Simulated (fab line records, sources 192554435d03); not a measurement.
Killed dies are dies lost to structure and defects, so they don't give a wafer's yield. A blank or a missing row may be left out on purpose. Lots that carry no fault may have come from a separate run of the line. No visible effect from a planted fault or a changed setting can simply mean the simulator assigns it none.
A struck lot beside a sound one -- flow n5_finfet -- 37 steps out of a route of 1938
Sound: the wafers L751.1, L751.4, L751.5. Struck: wafers L761.2, L761.3 (left out: L761.1, a lot-mate that was not struck); the cause follows at the end.
Each step with rows lists, per side, the tool, then ch with its chambers, then its first start. Under that, the readings that differ: sound wafers -- struck wafers -- difference of the means -- sigmas: that difference in standard deviations of wafers without a fault.
alike: a reading whose means differ by less than 2 such deviations, as well as words and numbers matching on both sides. not compared: withheld readings; readings where some wafer has no value; bounds like >300 that might hide an equal value; numbers whose values overlap and for which the record gives no deviation.
The two part at a step that has a row with sigmas, a row that says differs or no value, or rows on one side only. Non-overlapping numbers with no deviation appear without sigmas and do not part them. A reading missing from all wafers of one side parts the sides only when that side holds two or more wafers.

first, 8 steps without rows for these wafers: N5_BEOL_M1_ECD_50 (material Cu, target thk 300 nm); N5_BEOL_M1_ANNEAL_51 (time 90 s); N5_BEOL_M1_CMP_52 (polishes, stops on SiOC, t overpolish 6.8 s, target thk 40 nm); N5_BEOL_M1_PRE_CLEAN_60 (time 15 s); N5_BEOL_M1_CO_CAP_55 (material Co, precursor CCTBA/H2, target thk 2 nm, time 102.1 s); N5_BEOL_M1_PRE_CLEAN_56 (time 15 s); N5_BEOL_M1_DEP_57 (deposits SiCN from 3MS/NH3, target thk 8 nm, time 14 s); N5_BEOL_M2_ILD_DEP_00 (deposits SiOC from DEMS/O2, target thk 79 nm, time 15.3 s).
N5_BEOL_M2_PECVD_72: deposits SiO2 from TEOS/O2, target thk 16 nm, time 18 s.
  sound on pecvd-01 ch 0,2, day 7 22:21; struck on pecvd-01 ch 2, day 10 10:13
reading,sound,struck,difference,sigmas
rf_fwd_power_W (W),441.7 446.5 441.4,- -,no value on the struck wafers,
model.SiO2_of_BEOL_M2_PECVD_72.thk_nm (nm),16 16.6 16.2,12.6 12.8,-3.6,
  alike: heater_power_w, showerhead_plenum_p_Torr, throttle_valve_pct
then, 25 steps without rows for these wafers: N5_BEOL_M2_HM_DEP_02 (deposits TiN, target thk 20 nm); N5_BEOL_M2_COAT_61 (time 60 s, resist thk 60 nm); N5_BEOL_M2_COAT_62 (time 60 s, resist thk 12 nm); N5_BEOL_M2_COAT_73 (time 60 s, resist thk 5 nm); N5_BEOL_M2_COAT_05 (resist thk 30 nm); N5_BEOL_M2_EBR_07; N5_BEOL_M2_SOFTBAKE_06 (time 60 s); N5_BEOL_M2_EXPOSE_08 (exposes mask M2); N5_BEOL_M2_PEB_09 (peb time 60 s); N5_BEOL_M2_DEVELOP_10 (develop time 30 s); N5_BEOL_M2_DESCUM_16 (chemistry O2, time 7 s); N5_BEOL_M2_ETCH_74 (etches underlayer in N2/H2, target depth 6.5 nm, time 5.2 s); N5_BEOL_M2_ETCH_63 (etches SiARC in CF4, target depth 15.6 nm, time 26 s); N5_BEOL_M2_ETCH_64 (etches SOC in N2/H2, target depth 75 nm, overetch 22.5 nm, time 121.9 s); N5_BEOL_M2_STRIP_65 (strips in N2/H2); N5_BEOL_M2_STRIP_75 (strips in N2/H2); N5_BEOL_M2_STRIP_66 (strips in CF4); N5_BEOL_M2_HM_OPEN_17 (chemistry Cl2/BCl3, target TiN, target depth 20 nm, overetch 6 nm); N5_BEOL_M2_STRIP_19 (strips in O2); N5_BEOL_M2_COAT_67 (time 60 s, resist thk 60 nm); N5_BEOL_M2_COAT_68 (time 60 s, resist thk 12 nm); N5_BEOL_M2_COAT_76 (time 60 s, resist thk 5 nm); N5_BEOL_M2_COAT_22 (resist thk 30 nm); N5_BEOL_M2_EBR_24; N5_BEOL_M2_SOFTBAKE_23 (time 60 s).
N5_BEOL_M2_HM_STRIP_39: strips TiN in peroxide tin strip, target depth 25 nm, time 158 s.
  sound on wet_bench-03 ch 1,4,7, day 8 04:56; struck on wet_bench-03 ch 0,1, day 10 15:23
reading,sound,struck,difference,sigmas
model.SiO2_of_BEOL_M2_PECVD_72.thk_nm (nm),15.8 16.4 16,12.4 12.6,-3.6,
N5_BEOL_M2_CMP_52: polishes, stops on SiOC, t overpolish 6.8 s, target thk 40 nm.
  sound on cmp-01 ch 0,1,2, day 8 09:57; struck on cmp-02 ch 0,1, day 10 22:22
reading,sound,struck,difference,sigmas
barrier_field_endpoint_s (s),24.8 25.8 24.8,20.7 21.4,-4.1,-6
  alike: clearing_platen_down_force_psi, motor_current_A
N5_BEOL_M4_RC_MEAS_101:
  sound on prober-02 ch 0, day 9 22:43; struck on prober-01 ch 0, day 11 19:52
  alike: DIBL_N, DIBL_P, IOFF_N, IOFF_P, ION_N, ION_P, SS_N, SS_P, VT_N, VT_P

WHERE THEY PART
At N5_BEOL_M2_PECVD_72 first; at N5_BEOL_M2_CMP_52 last (within this record only). Later steps at which nothing parts them and some readings are alike: N5_BEOL_M4_RC_MEAS_101.

WHY: the cause the simulator had injected
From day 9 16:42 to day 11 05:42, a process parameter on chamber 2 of pecvd-01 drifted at N5_BEOL_M2_PECVD_72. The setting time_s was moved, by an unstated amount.
